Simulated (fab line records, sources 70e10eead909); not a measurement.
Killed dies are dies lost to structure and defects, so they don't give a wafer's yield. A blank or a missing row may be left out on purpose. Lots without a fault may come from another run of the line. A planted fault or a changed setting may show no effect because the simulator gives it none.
One fault seen from 2 desks | flow nand_harc | each desk has only its own numbers; what lay behind them comes last

THE DEFECT DESK
What the inspections along the route counted, lot by lot: means of the sampled wafers that have a number. A lot is out of limits, marked OUT, if its mean lies more than 4 standard deviations from the usual mean; the brackets give that distance.
Columns: A = raw_defect_count at NHARC_P_M1_INSPECT_11, usual 3.7
lot  | first seen here | A
L766 | day 6 10:03     | 3.7
L767 | day 6 13:35     | 2.0
L772 | day 7 12:15     | 5.3
L774 | day 8 03:53     | 7.7
L775 | day 8 08:17     | 3.3
L779 | day 9 10:25     | 3.3
L783 | day 10 02:56    | 2.7
L782 | day 10 03:37    | 4.3
L785 | day 10 19:13    | 2.3
L784 | day 10 19:36    | 3.3
L787 | day 11 04:37    | 3.0
L788 | day 11 05:01    | 3.3
This desk's finding: nothing out of limits on any of the 12 lots.

THE TOOL OWNER'S DESK: litho_track-06
The tool's own readings at NHARC_P_M1_SOFTBAKE_04 (time 55 s): means of the sampled wafers that have a number, for each lot that ran on this tool. A lot is out of limits, marked OUT, if its mean lies more than 4 standard deviations from the usual mean; the brackets give that distance.
Columns: A = heater_power_total_W at NHARC_P_M1_SOFTBAKE_04, usual 188.46 W; B = resist_line_temp_C at NHARC_P_M1_SOFTBAKE_04, usual 23.01 C
lot  | first seen here | A                | B
L767 | day 6 13:00     | 188.32           | 23.12
L772 | day 7 11:00     | 188.56           | 22.99
L774 | day 8 03:00     | 180.59 (-56) OUT | 23.09
L775 | day 8 07:00     | 180.74 (-55) OUT | 23.08
This desk's finding: out of limits on L774, L775; first on L774, day 8 03:00 (heater_power_total_W at NHARC_P_M1_SOFTBAKE_04). In limits: L767, L772.

PUT TOGETHER
The tool owner's desk could have raised an alarm at day 8 03:00, on L774, L775.
The defect desk saw nothing out of limits.
The defect desk has L774, L775 on record, within its limits.
Of the lots named, all ran NHARC_P_M1_SOFTBAKE_04 on litho_track-06.

WHAT THE SIMULATOR HAD PUT IN
Process parameter drift: litho_track-06, from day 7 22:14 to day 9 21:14, at NHARC_P_M1_SOFTBAKE_04. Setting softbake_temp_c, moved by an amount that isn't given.
Lots struck among those shown: L774, L775.
Hours from the fault's start to each desk's first reading out of limits: the tool owner's desk, 5.
